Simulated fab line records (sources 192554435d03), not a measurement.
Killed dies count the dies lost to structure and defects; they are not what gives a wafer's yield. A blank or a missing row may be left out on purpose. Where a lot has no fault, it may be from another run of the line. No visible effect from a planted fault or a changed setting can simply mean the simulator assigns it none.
fab line records | flow n5_finfet
record: lots: 24 wafers: 72 last_day: 19
route steps=1938 shown BEOL_M9@1424 BEOL_M10@1503 BEOL_M11@1553
lots that met no fault: from a run of the same line without faults
start_h: hours from the record's first day to the start of the lot's first wafer shown | wait_h: time in hours since the lot's previous step | " as in the row above | L1.1+2: several wafers, shown together as one row | - no value present, or no start provided | * or withheld: withheld | < > ~ a bound
route shown NAME@n: names a module that has steps shown in the file, with the first one's number in the route | usual: average and standard deviation across the fault-free wafers | same: alike in all rows | chamber/n: place in a boat | sites: per-site readings | _std_site: how widely they spread, as a standard deviation | _edge_site: inner sites' mean taken away from outer sites' mean | radius_mm: how far each site lies from the wafer's centre | mask NAME#n: copy n | behind: the tool/chamber that last shaped the wafer | hold: what put the lot on hold/how long, in hours/how the hold closed | device: names the non-switching transistor (n, p or np) | end of line: tests run on the same wafers once the route is complete | a step without rows: its recipe alone | killed: not the wafer's yield, but the dies lost to structure and defects at the first sort | map: a wafer's dies, x killed, . not, _ none there
set.NAME: the setting that was run; set.NAME@STEP: the one run at that earlier step | model.NAME: the simulator's own value behind a step, which no gauge read
a sample of lots followed through the steps of the route, with each step as a table and each wafer as a row
services: from which hour (start_h, from the record's first day; less than 0 if before it) a tool's chamber was out of use, for how many hours, and why
== steps ==
step: N5_BEOL_M9_CD_MEAS_18
recipe: pitch_nm: 140 target_cd_nm: 70
usual: cd_nm: 70.0/0.62
columns lot.wafer tool chamber start_h wait_h cd_nm
L076.2 cd_sem-03 - 220.23 0.1 69.3
L076.5 " - " " 70.5
L076.6 " - " " 69.6
L074.2 cd_sem-01 - 221.31 0.1 69.5
L074.3 " - " " 68.0
L074.6 " - " " 70.0
L075.1 cd_sem-03 - 228.29 0.0 69.5
L075.2 " - " " 70.0
L075.5 " - " " 70.9
L077.1 cd_sem-01 - 246.45 0.0 70.5
L077.5 " - " " 70.0
L077.6 " - " " 70.6
L078.1 cd_sem-03 - 248.89 0.1 69.7
L078.3 " - " " 69.6
L078.6 " - " " 69.5
L079.3 cd_sem-02 - 249.56 0.1 70.5
L079.4 " - " " 70.4
L079.6 " - " " 70.7
L081.2 cd_sem-02 - 256.66 0.1 70.0
L081.4 " - " " 69.3
L081.5 " - " " 69.5
L080.3 cd_sem-02 - 256.80 0.1 70.4
L080.4 " - " " 69.4
L080.5 " - " " 70.1
L082.1 cd_sem-02 - 259.08 0.0 70.9
L082.2 " - " " 70.3
L082.5 " - " " 69.5
L083.3 cd_sem-02 - 268.87 0.1 70.2
L083.5 " - " " 70.3
L083.6 " - " " 69.1
L085.3 cd_sem-02 - 272.30 0.1 70.4
L085.4 " - " " 69.6
L085.5 " - " " 69.1
L084.2 cd_sem-02 - 275.72 0.1 69.6
L084.4 " - " " 68.5
L084.6 " - " " 68.8
L087.1 cd_sem-02 - 298.44 0.0 69.9
L087.2 " - " " 69.1
L087.3 " - " " 70.0
L089.1 cd_sem-01 - 310.06 0.0 70.6
L089.2 " - " " 69.4
L089.3 " - " " 70.1
L088.1 cd_sem-01 - 313.59 0.0 70.2
L088.4 " - " " 70.1
L088.6 " - " " 70.1
L086.3 cd_sem-02 - 314.17 0.1 70.2
L086.4 " - " " 70.1
L086.6 " - " " 70.6
L090.3 cd_sem-01 - 323.10 0.1 70.9
L090.4 " - " " 69.3
L090.6 " - " " 70.9
L091.2 cd_sem-02 - 348.39 0.1 70.8
L091.4 " - " " 70.9
L091.6 " - " " 70.4
L093.1 cd_sem-02 - 349.20 0.0 70.5
L093.5 " - " " 68.9
L093.6 " - " " 70.1
L092.4 cd_sem-01 - 354.89 0.1 69.9
L092.5 " - " " 68.8
L092.6 " - " " 69.6
L094.2 cd_sem-03 - 357.44 0.1 69.6
L094.3 " - " " 70.9
L094.6 " - " " 70.6
L096.1 cd_sem-03 - 375.06 0.0 70.1
L096.3 " - " " 69.9
L096.5 " - " " 70.3
L095.2 cd_sem-03 - 375.25 0.1 70.1
L095.3 " - " " 70.4
L095.4 " - " " 70.8
L097.1 cd_sem-03 - 381.15 0.0 70.9
L097.2 " - " " 69.5
L097.3 " - " " 70.6
step: N5_BEOL_M9_ETCH_76
recipe: chemistry: N2/H2 target: underlayer target_depth_a: 65 mask_material: CAR-EUV time_s: 5.2 ion_energy_ev: 200 pressure_mtorr: 30 source_w: 840 bias_w: 150 n2_flow_sccm: 200 h2_flow_sccm: 200 ends: cleared
usual: drypump_motor_current_A: 5.8/0.54 etch_rf_on_time_s: 5.18/0.11 n2_flow_sccm: 200.0/0.66 oes_product_au: 0.68/0.078 rf_vpp_V: 523.9/2.5 showerhead_plenum_p_Torr: 2.54/0.081 throttle_valve_pct: 17.79/0.3
columns lot.wafer tool chamber start_h wait_h drypump_motor_current_A etch_rf_on_time_s n2_flow_sccm oes_product_au rf_hours_counter_h rf_vpp_V showerhead_plenum_p_Torr throttle_valve_pct
L076.2 rie_diel-01 1 223.23 0.0 5.8 5.10 199.1 0.75 48 527.1 2.69 17.37
L076.5 " 3 " " 5.4 5.09 200.5 0.80 - 521.0 2.48 17.21
L076.6 " 0 " " 6.4 5.29 199.2 0.69 - 525.0 2.56 17.63
L074.2 rie_diel-02 2 223.40 0.0 6.4 5.15 200.0 0.79 12 521.7 2.49 17.79
L074.3 " 1 " " 5.2 5.31 200.1 0.59 230 519.2 2.41 18.21
L074.6 " 0 " " 5.6 5.03 200.1 0.78 - 524.2 2.48 17.62
L075.1 rie_diel-03 1 229.18 0.0 6.0 5.30 200.2 0.61 185 527.4 2.63 18.33
L075.2 " 3 " " 6.6 5.09 199.7 0.77 36 526.5 2.59 17.54
L075.5 " 3 " " 6.7 5.06 200.3 0.75 - 525.0 2.59 17.54
L077.1 rie_diel-02 3 247.28 0.0 6.2 5.29 199.1 0.58 234 520.5 2.41 18.13
L077.5 " 2 " " 6.4 5.18 200.0 0.79 - 522.6 2.49 17.81
L077.6 " 3 " " 6.2 5.34 200.2 0.58 - 521.2 2.41 18.15
L078.1 rie_diel-03 2 250.19 0.0 5.8 5.23 200.2 0.61 165 522.8 2.54 17.79
L078.3 " 1 " " 6.0 5.25 201.1 0.61 194 528.5 2.63 18.33
L078.6 " 2 " " 5.8 5.26 199.0 0.61 - 523.3 2.54 17.78
L079.3 rie_diel-02 1 250.35 0.0 5.2 5.23 199.7 0.58 235 519.4 2.40 18.21
L079.4 " 2 " " 6.4 5.10 199.2 0.79 17 522.8 2.49 17.79
L079.6 " 3 " " 6.2 5.27 199.9 0.58 - 519.7 2.41 18.13
L081.2 rie_diel-01 1 257.11 0.0 5.8 4.93 198.8 0.76 60 526.3 2.69 17.39
L081.4 " 3 " " 5.4 5.00 199.1 0.79 20 518.9 2.48 17.26
L081.5 " 1 " " 5.8 4.90 198.5 0.75 - 527.3 2.69 17.41
L080.3 rie_diel-03 0 257.40 0.0 4.9 5.09 200.5 0.65 164 524.9 2.53 17.61
L080.4 " 1 " " 6.0 5.15 199.1 0.60 196 524.1 2.63 18.33
L080.5 " 1 " " 6.0 5.16 199.4 0.61 - 526.1 2.63 18.34
L082.1 rie_diel-03 3 259.81 0.0 6.6 4.97 200.1 0.74 48 525.6 2.58 17.56
L082.2 " 2 " " 5.8 5.29 200.5 0.61 168 522.4 2.54 17.80
L082.5 " 2 " " 5.8 5.27 200.6 0.60 - 522.9 2.54 17.78
L083.3 rie_diel-02 2 269.47 0.0 6.4 5.22 200.0 0.78 23 522.5 2.48 17.80
L083.5 " 0 " " 5.6 5.10 200.3 0.75 - 520.3 2.48 17.61
L083.6 " 1 " " 5.2 5.31 198.8 0.58 - 520.4 2.40 18.21
L085.3 rie_diel-02 3 273.51 0.0 6.2 5.28 198.9 0.58 244 520.3 2.41 18.16
L085.4 " 1 " " 5.2 5.29 200.5 0.59 239 519.8 2.40 18.21
L085.5 " 3 " " 6.2 5.33 201.0 0.57 - 520.6 2.41 18.16
L084.2 rie_diel-03 2 280.35 0.0 5.8 5.24 200.4 0.61 175 524.5 2.54 17.79
L084.4 " 0 " " 4.9 5.25 200.5 0.63 171 524.8 2.53 17.62
L084.6 " 1 " " 6.0 5.35 200.5 0.60 - 525.5 2.62 18.34
L087.1 rie_diel-01 0 299.94 0.0 6.4 5.26 200.5 0.66 141 523.8 2.55 17.69
L087.2 " 1 " " 5.8 5.06 201.3 0.73 72 528.0 2.68 17.41
L087.3 " 3 " " 5.4 5.14 200.6 0.75 32 521.9 2.47 17.28
L089.1 rie_diel-03 1 311.55 0.0 6.1 5.33 201.1 0.60 212 524.9 2.62 18.36
L089.2 " 0 " " 4.9 5.23 200.4 0.64 179 524.5 2.52 17.67
L089.3 " 2 " " 5.8 5.27 200.3 0.61 185 522.7 2.53 17.82
L088.1 rie_diel-03 3 314.90 0.0 6.7 5.09 200.1 0.71 65 525.4 2.58 17.59
L088.4 " 0 " " 4.9 5.20 200.1 0.64 180 525.2 2.52 17.64
L088.6 " 1 " " 6.1 5.35 200.3 0.59 - 525.9 2.62 18.39
L086.3 rie_diel-02 1 315.06 0.0 5.2 5.28 199.5 0.57 253 518.1 2.40 18.27
L086.4 " 0 " " 5.6 5.06 199.9 0.74 - 522.3 2.47 17.67
L086.6 " 1 " " 5.2 5.26 199.6 0.58 - 518.7 2.40 18.25
L090.3 rie_diel-01 3 323.75 0.0 5.4 5.11 198.2 0.75 41 523.0 2.47 17.28
L090.4 " 0 " " 6.4 5.28 200.6 0.66 149 526.7 2.54 17.70
L090.6 " 3 " " 5.4 5.16 198.9 0.75 - 523.5 2.47 17.30
L093.1 rie_diel-03 1 351.07 0.0 6.1 5.30 199.6 0.58 223 525.1 2.61 18.39
L093.5 " 1 " " 6.0 5.30 199.8 0.58 - 522.7 2.62 18.41
L093.6 " 2 " " 5.8 5.31 199.8 0.59 - 524.3 2.53 17.83
L091.2 rie_diel-03 0 351.50 0.0 4.9 5.22 200.0 0.63 190 523.3 2.52 17.67
L091.4 " 2 " " 5.8 5.24 200.0 0.59 196 523.4 2.53 17.82
L091.6 " 3 " " 6.6 5.04 200.1 0.71 - 524.1 2.57 17.60
L092.4 rie_diel-01 1 356.03 0.0 5.8 4.97 199.4 0.72 88 525.8 2.68 17.43
L092.5 " 1 " " 5.8 4.96 199.9 0.72 - 526.2 2.68 17.44
L092.6 " 0 " " 6.4 5.19 200.2 0.65 - 525.0 2.54 17.72
L094.2 rie_diel-02 3 358.07 0.0 6.2 5.15 199.2 0.79 13 529.3 2.72 17.72
L094.3 " 2 " " 6.4 5.18 200.0 0.73 55 523.0 2.47 17.85
L094.6 " 0 " " 5.6 5.05 199.8 0.71 - 523.7 2.46 17.67
L095.2 rie_diel-03 3 379.84 0.0 6.6 5.03 200.0 0.70 82 526.4 2.57 17.62
L095.3 " 2 " " 5.9 5.28 199.5 0.58 204 523.4 2.53 17.86
L095.4 " 0 " " 4.9 5.23 199.8 0.63 197 522.2 2.52 17.69
L096.1 rie_diel-02 1 379.88 0.0 5.2 5.09 199.6 0.86 6 531.4 2.72 17.74
L096.3 " 3 " " 6.2 5.20 199.8 0.77 18 527.5 2.72 17.73
L096.5 " 0 " " 5.6 5.12 200.0 0.71 - 520.1 2.46 17.69
L097.1 rie_diel-03 3 382.01 0.0 6.6 5.02 200.2 0.70 83 525.2 2.57 17.62
L097.2 " 0 " " 4.9 5.24 200.7 0.61 198 523.4 2.52 17.67
L097.3 " 2 " " 5.8 5.29 200.3 0.59 205 524.9 2.53 17.86
step: N5_BEOL_M9_SURFACE_TREAT_79
recipe: gas: Ar time_s: * ion_energy_ev: * ion_current_ma_cm2: 0.5 pressure_mtorr: * ar_flow_sccm: 30
usual: ar_flow_sccm: 30.00/0.09 throttle_valve_pct: *
columns lot.wafer tool chamber start_h wait_h ar_flow_sccm throttle_valve_pct
L076.2 pvd_sputter-02 - 224.88 0.4 30.04 *
L076.5 " - " " 30.07 *
L076.6 " - " " 30.04 *
L074.2 pvd_sputter-01 - 225.42 0.2 30.10 *
L074.3 " - " " 30.07 *
L074.6 " - " " 30.05 *
L075.1 pvd_sputter-01 - 236.69 0.2 29.91 *
L075.2 " - " " 30.09 *
L075.5 " - " " 29.91 *
L077.1 pvd_sputter-01 - 248.95 0.2 29.85 *
L077.5 " - " " 29.94 *
L077.6 " - " " 29.85 *
L078.1 pvd_sputter-01 - 251.51 0.2 30.21 *
L078.3 " - " " 29.94 *
L078.6 " - " " 30.03 *
L079.3 pvd_sputter-01 - 251.68 0.2 29.93 *
L079.4 " - " " 30.02 *
L079.6 " - " " 29.99 *
L081.2 pvd_sputter-03 - 258.69 0.3 29.86 *
L081.4 " - " " 30.16 *
L081.5 " - " " 30.06 *
L080.3 pvd_sputter-01 - 259.15 0.2 29.92 *
L080.4 " - " " 29.91 *
L080.5 " - " " 29.99 *
L082.1 pvd_sputter-03 - 261.14 0.2 29.85 *
L082.2 " - " " 30.04 *
L082.5 " - " " 30.06 *
L083.3 pvd_sputter-02 - 271.58 0.2 30.04 *
L083.5 " - " " 29.88 *
L083.6 " - " " 30.09 *
L085.3 pvd_sputter-03 - 280.48 1.3 29.99 *
L085.4 " - " " 29.93 *
L085.5 " - " " 29.94 *
L084.2 pvd_sputter-02 - 282.57 0.3 29.99 *
L084.4 " - " " 30.05 *
L084.6 " - " " 30.06 *
L087.1 pvd_sputter-01 - 301.77 0.3 30.07 *
L087.2 " - " " 29.92 *
L087.3 " - " " 29.94 *
L089.1 pvd_sputter-02 - 313.08 0.3 30.07 *
L089.2 " - " " 30.21 *
L089.3 " - " " 30.05 *
L088.1 pvd_sputter-03 - 317.70 0.2 29.93 *
L088.4 " - " " 29.98 *
L088.6 " - " " 29.96 *
L086.3 pvd_sputter-03 - 318.06 0.4 29.98 *
L086.4 " - " " 29.98 *
L086.6 " - " " 29.96 *
L090.3 pvd_sputter-03 - 325.23 0.2 29.93 *
L090.4 " - " " 29.87 *
L090.6 " - " " 29.96 *
L093.1 pvd_sputter-01 - 352.96 0.4 30.20 *
L093.5 " - " " 30.02 *
L093.6 " - " " 30.03 *
L091.2 pvd_sputter-02 - 353.44 0.2 30.20 *
L091.4 " - " " 30.00 *
L091.6 " - " " 30.08 *
L092.4 pvd_sputter-02 - 357.78 0.2 29.97 *
L092.5 " - " " 29.96 *
L092.6 " - " " 29.90 *
L094.2 pvd_sputter-01 - 360.64 0.2 30.11 *
L094.3 " - " " 29.99 *
L094.6 " - " " 29.99 *
L095.2 pvd_sputter-01 - 381.43 0.4 29.93 *
L095.3 " - " " 30.00 *
L095.4 " - " " 29.88 *
L096.1 pvd_sputter-03 - 381.50 0.4 29.91 *
L096.3 " - " " 30.06 *
L096.5 " - " " 29.93 *
L097.1 pvd_sputter-01 - 383.90 0.2 30.19 *
L097.2 " - " " 29.89 *
L097.3 " - " " 29.89 *
step: N5_BEOL_M10_OVL_MEAS_29
recipe: points_per_wafer: 44
usual: V9_OVL: -0.6/0.68
columns lot.wafer tool chamber start_h wait_h V9_OVL[nm]
L076.2 overlay-02 0 235.81 0.0 -0.2
L076.5 " 0 " " 0.4
L076.6 " 0 " " -0.1
L074.2 overlay-01 0 235.86 0.0 -0.7
L074.3 " 0 " " 0.3
L074.6 " 0 " " -1.2
L075.1 overlay-01 0 243.07 0.0 -0.9
L075.2 " 0 " " -0.9
L075.5 " 0 " " -0.7
L077.1 overlay-02 0 254.20 0.0 -0.2
L077.5 " 0 " " -0.3
L077.6 " 0 " " -0.3
L078.1 overlay-01 0 255.09 0.0 -0.1
L078.3 " 0 " " -1.2
L078.6 " 0 " " -0.7
L079.3 overlay-02 0 255.62 0.0 -0.2
L079.4 " 0 " " 1.3
L079.6 " 0 " " 0.0
L081.2 overlay-02 0 263.87 0.0 -0.6
L081.4 " 0 " " -0.8
L081.5 " 0 " " -1.3
L080.3 overlay-01 0 264.03 0.0 0.0
L080.4 " 0 " " -0.2
L080.5 " 0 " " 0.5
L082.1 overlay-02 0 267.43 0.0 0.3
L082.2 " 0 " " -0.8
L082.5 " 0 " " -0.3
L083.3 overlay-01 0 280.48 0.0 0.4
L083.5 " 0 " " -0.6
L083.6 " 0 " " -0.1
L084.2 overlay-01 0 288.10 0.0 -0.7
L084.4 " 0 " " -0.9
L084.6 " 0 " " -0.2
L085.3 overlay-02 0 288.54 0.0 -0.2
L085.4 " 0 " " -0.8
L085.5 " 0 " " -1.1
L087.1 overlay-02 0 306.46 0.0 -0.3
L087.2 " 0 " " -0.6
L087.3 " 0 " " -0.1
L089.1 overlay-01 0 318.03 0.0 -1.7
L089.2 " 0 " " -0.8
L089.3 " 0 " " -1.3
L088.1 overlay-02 0 323.66 0.0 -1.2
L088.4 " 0 " " -1.1
L088.6 " 0 " " -0.1
L086.3 overlay-01 0 323.83 0.0 -1.7
L086.4 " 0 " " -1.3
L086.6 " 0 " " -1.3
L090.3 overlay-01 0 331.13 0.0 -2.2
L090.4 " 0 " " -0.4
L090.6 " 0 " " -1.7
L091.2 overlay-02 0 359.40 0.0 -1.3
L091.4 " 0 " " -1.1
L091.6 " 0 " " -1.5
L093.1 overlay-02 0 359.57 0.0 -0.7
L093.5 " 0 " " -1.1
L093.6 " 0 " " -0.1
L092.4 overlay-02 0 362.46 0.0 -0.6
L092.5 " 0 " " -1.2
L092.6 " 0 " " -0.8
L094.2 overlay-02 0 366.41 0.0 -0.4
L094.3 " 0 " " -1.9
L094.6 " 0 " " -1.1
L095.2 overlay-01 0 386.74 0.0 -0.7
L095.3 " 0 " " -1.6
L095.4 " 0 " " -0.6
L096.1 overlay-01 0 387.00 0.0 0.8
L096.3 " 0 " " 0.4
L096.5 " 0 " " 0.1
L097.1 overlay-02 0 389.04 0.0 -1.0
L097.2 " 0 " " -1.0
L097.3 " 0 " " -2.1
step: N5_BEOL_M10_INSPECT_30
recipe: mode: adi inspect_instrument: brightfield
usual: raw_defect_count: 383/82
columns lot.wafer tool chamber start_h wait_h raw_defect_count
L076.2 defect_inspect-01 - 235.84 0.0 245
L076.5 " - " " 297
L076.6 " - " " 318
L074.2 defect_inspect-02 - 235.88 0.0 264
L074.3 " - " " 549
L074.6 " - " " 315
L075.1 defect_inspect-02 - 243.10 0.0 438
L075.2 " - " " 445
L075.5 " - " " 423
L077.1 defect_inspect-02 - 254.22 0.0 617
L077.5 " - " " 411
L077.6 " - " " 460
L078.1 defect_inspect-01 - 255.11 0.0 305
L078.3 " - " " 359
L078.6 " - " " 511
L079.3 defect_inspect-01 - 255.65 0.0 356
L079.4 " - " " 329
L079.6 " - " " 365
L081.2 defect_inspect-02 - 263.89 0.0 525
L081.4 " - " " 485
L081.5 " - " " 413
L080.3 defect_inspect-02 - 264.06 0.0 413
L080.4 " - " " 480
L080.5 " - " " 413
L082.1 defect_inspect-01 - 267.45 0.0 586
L082.2 " - " " 409
L082.5 " - " " 499
L083.3 defect_inspect-02 - 280.51 0.0 389
L083.5 " - " " 359
L083.6 " - " " 412
L084.2 defect_inspect-02 - 288.13 0.0 422
L084.4 " - " " 386
L084.6 " - " " 353
L085.3 defect_inspect-02 - 288.57 0.0 601
L085.4 " - " " 413
L085.5 " - " " 446
L087.1 defect_inspect-01 - 306.48 0.0 372
L087.2 " - " " 422
L087.3 " - " " 347
L089.1 defect_inspect-02 - 318.05 0.0 254
L089.2 " - " " 370
L089.3 " - " " 251
L088.1 defect_inspect-01 - 323.69 0.0 314
L088.4 " - " " 265
L088.6 " - " " 277
L086.3 defect_inspect-02 - 323.85 0.0 297
L086.4 " - " " 370
L086.6 " - " " 247
L090.3 defect_inspect-01 - 331.15 0.0 333
L090.4 " - " " 265
L090.6 " - " " 278
L091.2 defect_inspect-02 - 359.43 0.0 438
L091.4 " - " " 439
L091.6 " - " " 411
L093.1 defect_inspect-01 - 359.59 0.0 318
L093.5 " - " " 384
L093.6 " - " " 398
L092.4 defect_inspect-01 - 362.49 0.0 443
L092.5 " - " " 282
L092.6 " - " " 441
L094.2 defect_inspect-02 - 366.44 0.0 446
L094.3 " - " " 429
L094.6 " - " " 438
L095.2 defect_inspect-01 - 386.76 0.0 427
L095.3 " - " " 334
L095.4 " - " " 453
L096.1 defect_inspect-02 - 387.02 0.0 464
L096.3 " - " " 331
L096.5 " - " " 275
L097.1 defect_inspect-01 - 389.07 0.0 276
L097.2 " - " " 313
L097.3 " - " " 335
step: N5_BEOL_M11_ETCH_61
recipe: chemistry: CF4 target: SiARC target_depth_a: 390 mask_material: CAR-ArF time_s: 65 ion_energy_ev: 80 pressure_mtorr: 40 source_w: 545 bias_w: 36 Ar_flow_sccm: 100 cf4_flow_sccm: 100 ends: cleared
usual: drypump_motor_current_A: 5.9/0.5 etch_rf_on_time_s: 64.3/1.2 oes_product_au: 0.69/0.078 rf_vpp_V: 184.0/1.3 showerhead_plenum_p_Torr: 2.14/0.07 throttle_valve_pct: 15.57/0.28
columns lot.wafer tool chamber start_h wait_h drypump_motor_current_A etch_rf_on_time_s oes_product_au rf_hours_counter_h rf_vpp_V showerhead_plenum_p_Torr throttle_valve_pct
L076.2 rie_diel-03 0 243.20 0.0 4.9 64.9 0.65 159 184.7 2.14 15.40
L076.5 " 0 " " 4.9 64.6 0.66 - 183.7 2.14 15.41
L076.6 " 1 " " 6.0 65.0 0.61 - 185.1 2.21 16.09
L074.2 rie_diel-01 3 243.37 0.0 5.4 63.6 0.78 16 184.6 2.11 15.21
L074.3 " 1 " " 5.8 62.1 0.76 56 184.5 2.26 15.10
L074.6 " 0 " " 6.4 65.0 0.68 - 184.4 2.15 15.44
L075.1 rie_diel-02 0 248.25 0.0 5.6 62.8 0.77 31 184.0 2.09 15.36
L075.2 " 1 " " 5.2 65.2 0.60 234 182.8 2.04 16.00
L075.5 " 0 " " 5.6 62.6 0.78 - 182.6 2.09 15.36
L077.1 rie_diel-02 3 259.80 0.0 6.2 66.7 0.58 238 182.2 2.04 15.80
L077.5 " 0 " " 5.6 63.5 0.77 - 183.5 2.09 15.34
L077.6 " 2 " " 6.4 64.7 0.78 - 182.8 2.10 15.60
L078.1 rie_diel-03 0 260.28 0.0 4.9 64.7 0.65 165 182.4 2.14 15.42
L078.3 " 2 " " 5.8 64.6 0.61 169 182.7 2.14 15.54
L078.6 " 0 " " 4.9 64.5 0.65 - 183.5 2.14 15.41
L079.3 rie_diel-02 0 260.36 0.0 5.6 62.5 0.77 36 183.4 2.09 15.37
L079.4 " 3 " " 6.2 66.2 0.57 - 182.1 2.04 15.77
L079.6 " 2 " " 6.4 64.1 0.79 - 183.0 2.10 15.60
L081.2 rie_diel-03 0 269.17 0.0 4.9 65.0 0.65 167 182.2 2.14 15.41
L081.4 " 2 " " 5.8 65.3 0.62 171 183.5 2.14 15.54
L081.5 " 2 " " 5.8 65.5 0.61 - 184.9 2.14 15.54
L080.3 rie_diel-02 1 272.85 0.0 5.2 64.6 0.59 239 182.1 2.04 16.01
L080.4 " 2 " " 6.4 63.4 0.77 25 182.8 2.10 15.63
L080.5 " 1 " " 5.2 64.4 0.59 - 182.9 2.04 16.02
L082.1 rie_diel-02 3 274.78 0.0 6.2 65.9 0.57 244 182.4 2.03 15.81
L082.2 " 1 " " 5.2 64.7 0.59 240 182.9 2.04 16.00
L082.5 " 3 " " 6.2 65.0 0.58 - 183.5 2.03 15.80
L083.3 rie_diel-03 1 286.31 0.0 6.1 66.1 0.60 205 185.0 2.21 16.10
L083.5 " 2 " " 5.8 64.9 0.61 - 184.3 2.14 15.56
L083.6 " 1 " " 6.0 65.4 0.60 - 184.8 2.21 16.12
L084.2 rie_diel-02 0 293.75 0.0 5.6 63.4 0.75 44 183.1 2.08 15.37
L084.4 " 2 " " 6.4 64.9 0.77 30 183.4 2.10 15.62
L084.6 " 1 " " 5.2 66.1 0.58 - 182.5 2.03 16.01
L085.3 rie_diel-01 1 297.98 0.0 5.7 61.7 0.74 71 186.3 2.25 15.12
L085.4 " 0 " " 6.5 65.1 0.67 - 184.5 2.14 15.46
L085.5 " 3 " " 5.4 63.8 0.76 - 184.9 2.11 15.24
L087.1 rie_diel-03 3 312.74 0.0 6.7 62.0 0.73 64 184.9 2.17 15.36
L087.2 " 2 " " 5.8 65.5 0.60 185 182.9 2.13 15.56
L087.3 " 1 " " 6.1 65.9 0.59 213 184.3 2.20 16.12
L089.1 rie_diel-02 0 325.07 0.0 5.6 62.7 0.74 55 183.2 2.08 15.40
L089.2 " 2 " " 6.4 64.8 0.74 43 183.3 2.09 15.64
L089.3 " 3 " " 6.2 65.0 0.82 2 186.5 2.29 15.32
L088.1 rie_diel-02 0 329.25 0.0 5.6 62.6 0.74 57 184.0 2.08 15.41
L088.4 " 3 " " 6.2 64.3 0.82 - 184.8 2.29 15.32
L088.6 " 0 " " 5.6 62.6 0.73 - 182.5 2.08 15.41
L086.3 rie_diel-02 0 329.82 0.0 5.6 62.7 0.74 57 184.0 2.08 15.41
L086.4 " 3 " " 6.2 64.6 0.81 - 185.0 2.29 15.32
L086.6 " 0 " " 5.6 62.8 0.74 - 184.3 2.08 15.40
L090.3 rie_diel-03 0 335.63 0.0 4.9 64.9 0.64 185 182.2 2.13 15.46
L090.4 " 1 " " 6.0 66.2 0.58 218 184.7 2.20 16.13
L090.6 " 1 " " 6.0 65.9 0.59 - 186.1 2.20 16.15
L091.2 rie_diel-01 2 367.16 0.0 5.7 65.5 0.68 90 185.1 2.16 15.52
L091.4 " 3 " " 5.3 64.9 0.72 54 182.5 2.10 15.28
L091.6 " 0 " " 6.4 65.7 0.65 - 184.7 2.14 15.53
L093.1 rie_diel-03 2 367.66 0.0 5.7 64.8 0.60 201 183.7 2.13 15.60
L093.5 " 1 " " 6.0 65.2 0.59 - 184.2 2.20 16.15
L093.6 " 2 " " 5.8 65.1 0.59 - 184.9 2.13 15.58
L092.4 rie_diel-03 0 368.09 0.0 4.9 65.2 0.63 194 183.5 2.13 15.46
L092.5 " 2 " " 5.8 64.6 0.60 - 183.0 2.13 15.61
L092.6 " 1 " " 6.0 65.6 0.59 - 184.2 2.20 16.16
L094.2 rie_diel-01 3 374.10 0.0 5.4 64.1 0.72 56 184.7 2.10 15.27
L094.3 " 2 " " 5.7 64.9 0.67 92 183.5 2.16 15.54
L094.6 " 0 " " 6.5 65.8 0.65 - 183.5 2.13 15.51
L095.2 rie_diel-02 1 392.63 0.0 5.2 62.8 0.84 9 187.3 2.28 15.50
L095.3 " 0 " " 5.6 62.6 0.71 75 183.4 2.07 15.45
L095.4 " 2 " " 6.4 64.5 0.72 63 184.3 2.09 15.67
L096.1 rie_diel-03 2 393.58 0.0 5.8 65.2 0.59 209 183.5 2.13 15.62
L096.3 " 3 " " 6.6 62.6 0.70 87 184.9 2.16 15.41
L096.5 " 3 " " 6.6 62.2 0.71 - 182.1 2.16 15.42
L097.1 rie_diel-02 3 393.81 0.0 6.2 64.3 0.77 22 187.6 2.28 15.35
L097.2 " 0 " " 5.6 63.2 0.72 76 183.3 2.07 15.43
L097.3 " 1 " " 5.2 63.3 0.82 9 186.2 2.28 15.51
== services ==
columns tool chamber start_h hours kind
rie_diel-01 3 216.72 5.4 repair
rie_diel-02 - 226.79 14.6 pm
rie_diel-02 0 275.91 6.9 repair
rie_diel-01 2 285.53 14.8 repair
pvd_sputter-03 - 294.50 0.8 repair
rie_diel-02 3 302.17 - clean
rie_diel-02 3 302.17 - consumable_replace:focus_ring
rie_diel-02 3 302.17 - consumable_replace:showerhead
rie_diel-02 3 302.17 17.7 scheduled_down
rie_diel-02 3 302.17 17.7 vent_cycle
rie_diel-02 1 320.25 - clean
rie_diel-02 1 320.25 - consumable_replace:esc
rie_diel-02 1 320.25 - consumable_replace:focus_ring
rie_diel-02 1 320.25 - consumable_replace:showerhead
rie_diel-02 1 320.25 34.3 scheduled_down
rie_diel-02 1 320.25 34.3 vent_cycle
pvd_sputter-03 - 376.74 2.5 repair
== key ==
fault none
